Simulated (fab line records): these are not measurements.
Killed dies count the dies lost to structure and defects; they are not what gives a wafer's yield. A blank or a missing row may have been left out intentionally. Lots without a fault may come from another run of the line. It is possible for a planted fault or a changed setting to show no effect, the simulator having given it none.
Check of tool commonality ; flow nand harc ; 11 lots and 33 wafers in the sample

## REASON FOR OPENING
At NHARC_END_SORT_01 the reading killed at array is flagged on 2 of 11 lots. Wafers without a fault read 51, standard deviation 17.
Rule: a lot is flagged in two cases, either no wafer of it has a number, or all its wafers with numbers fall more than 4 standard deviations from that mean. The rest of the lots are taken to be sound.

lot;measured;on;killed at array, wafer by wafer;flag
L963;day 24 15:33;prober-01;63 58 61;
L966;day 25 07:30;prober-01;43 48 44;
L967;day 25 11:40;prober-02;79 88 68;
L965;day 25 15:17;prober-01;50 50 41;
L968;day 27 04:47;prober-01;67 70 96;
L972;day 29 03:49;prober-02;65 55 62;
L974;day 29 05:26;prober-01;57 63 57;
L973;day 29 13:13;prober-01;18 25 23;
L979;day 30 20:04;prober-02;62 69 61;
L978;day 31 07:17;prober-01;676 669 676;FLAGGED
L981;day 31 12:51;prober-02;674 676 673;FLAGGED
The numbers of the flagged lots are 674 on average: +623 against the usual, or +37 standard deviations.

## WHICH TOOL EACH LOT WENT THROUGH
The record holds 4 process steps before the reading, out of a route of 1302 steps. Each cell gives the tool, then ch followed by the chambers the sampled wafers passed through, then the start.
lot;flag;NHARC_A_STAIRCASE_ETCH_169;NHARC_A_STAIRCASE_TRIM_18;NHARC_A_STAIRCASE_ETCH_19;NHARC_A_STAIRCASE_ETCH_21
L963;;rie diel-12 ch 0,1, day 15 16:46;rie diel-03 ch 0,1, day 15 19:26 or earlier;rie diel-03 ch 0,1, day 15 19:26;rie diel-03 ch 0,3, day 24 15:33 or earlier
L966;;rie diel-13 ch 0,1,3, day 16 16:38;rie diel-12 ch 0,1,2, day 16 19:19 or earlier;rie diel-12 ch 1,2, day 16 19:19;rie diel-13 ch 0,2, day 25 07:30 or earlier
L967;;rie diel-12 ch 0,1,2, day 17 02:27;rie diel-12 ch 0,1,2, day 17 05:04 or earlier;rie diel-12 ch 0,3, day 17 05:04;rie diel-12 ch 1,2,3, day 25 11:40 or earlier
L965;;rie diel-13 ch 0,2,3, day 16 20:13;rie diel-03 ch 0,1,3, day 16 23:01 or earlier;rie diel-03 ch 1,2,3, day 16 23:01;rie diel-03 ch 0,2, day 25 15:17 or earlier
L968;;rie diel-03 ch 0,1, day 18 03:58;rie diel-03 ch 0,1,3, day 18 07:32 or earlier;rie diel-03 ch 0,1, day 18 07:32;rie diel-03 ch 0,1,3, day 27 04:47 or earlier
L972;;rie diel-03 ch 0,2, day 19 21:40;rie diel-12 ch 0,1,3, day 20 00:26 or earlier;rie diel-12 ch 0,2, day 20 00:26;rie diel-12 ch 1,2, day 29 03:49 or earlier
L974;;rie diel-13 ch 1,2, day 20 00:58;rie diel-13 ch 2,3, day 20 06:59 or earlier;rie diel-13 ch 0,2,3, day 20 06:59;rie diel-13 ch 2,3, day 29 05:26 or earlier
L973;;rie diel-12 ch 1,2, day 20 01:07;rie diel-12 ch 1,3, day 20 10:12 or earlier;rie diel-12 ch 1,3, day 20 10:12;rie diel-13 ch 0,2,3, day 29 13:13 or earlier
L979;;rie diel-03 ch 0,2,3, day 22 06:32;rie diel-03 ch 0,1,2, day 22 09:29 or earlier;rie diel-03 ch 0,1, day 22 09:29;rie diel-12 ch 0,1,2, day 30 20:04 or earlier
L978;FLAGGED;rie diel-13 ch 2,3, day 22 14:16;rie diel-03 ch 0,2,3, day 22 17:55 or earlier;rie diel-03 ch 0,2,3, day 22 17:55;rie diel-03 ch 0,2,3, day 31 07:17 or earlier
L981;FLAGGED;rie diel-12 ch 0,3, day 22 19:37;rie diel-03 ch 0,3, day 23 00:01 or earlier;rie diel-03 ch 0,2, day 23 00:01;rie diel-12 ch 0,1,2, day 31 12:51 or earlier
What is done by these steps:
- NHARC_A_STAIRCASE_ETCH_169: etches the open film in CH3F/O2, target depth 50 nm, time 107.1 s.
- NHARC_A_STAIRCASE_TRIM_18: chemistry O2, time 211.2 s.
- NHARC_A_STAIRCASE_ETCH_19: etches the open film in C4F8/O2, target depth 100 nm, time 40.5 s.
- NHARC_A_STAIRCASE_ETCH_21: etches the open film in C4F8/O2, target depth 100 nm, time 40.5 s.
- NHARC_END_SORT_01

## FLAGGED OVER TOTAL, TOOL BY TOOL (the gauges that took the reading come last)
step;tool;lots run;flagged;share of the flagged lots;sound lots run after its first flagged lot
NHARC_A_STAIRCASE_ETCH_169;rie diel-03;3;0;none;-
NHARC_A_STAIRCASE_ETCH_169;rie diel-12;4;1;some;0
NHARC_A_STAIRCASE_ETCH_169;rie diel-13;4;1;some;0
NHARC_A_STAIRCASE_TRIM_18;rie diel-03;6;2;all;0
NHARC_A_STAIRCASE_TRIM_18;rie diel-12;4;0;none;-
NHARC_A_STAIRCASE_TRIM_18;rie diel-13;1;0;none;-
NHARC_A_STAIRCASE_ETCH_19;rie diel-03;6;2;all;0
NHARC_A_STAIRCASE_ETCH_19;rie diel-12;4;0;none;-
NHARC_A_STAIRCASE_ETCH_19;rie diel-13;1;0;none;-
NHARC_A_STAIRCASE_ETCH_21;rie diel-03;4;1;some;0
NHARC_A_STAIRCASE_ETCH_21;rie diel-12;4;1;some;0
NHARC_A_STAIRCASE_ETCH_21;rie diel-13;3;0;none;-
NHARC_END_SORT_01;prober-01;7;1;some;0
NHARC_END_SORT_01;prober-02;4;1;some;0
NHARC_A_STAIRCASE_TRIM_18: start missing for some lots; hours and lot order therefore follow NHARC_A_STAIRCASE_ETCH_19. NHARC_A_STAIRCASE_ETCH_21: start missing for some lots; hours and lot order therefore follow NHARC_END_SORT_01.

## WHAT THE TABLE PERMITS
2 rows of the table ran every flagged lot: rie diel-03 at NHARC_A_STAIRCASE_TRIM_18, rie diel-03 at NHARC_A_STAIRCASE_ETCH_19.
- rie diel-03 at NHARC_A_STAIRCASE_TRIM_18: 2 of its 6 lots flagged. A fault beginning between L979 (day 22 09:29), its last sound lot, and L978 (day 22 17:55), its first flagged one, fits the data.
- rie diel-03 at NHARC_A_STAIRCASE_ETCH_19: 2 of its 6 lots flagged. A fault beginning between L979 (day 22 09:29), its last sound lot, and L978 (day 22 17:55), its first flagged one, fits the data. On the flagged lots its readings are blank where sound lots have values: bias w, chamber pressure mTorr, oes product au, rf vpp V.
What remains is a single tool, rie diel-03 at NHARC_A_STAIRCASE_TRIM_18 and NHARC_A_STAIRCASE_ETCH_19.

## WHAT HAD BEEN PUT IN BY THE SIMULATOR
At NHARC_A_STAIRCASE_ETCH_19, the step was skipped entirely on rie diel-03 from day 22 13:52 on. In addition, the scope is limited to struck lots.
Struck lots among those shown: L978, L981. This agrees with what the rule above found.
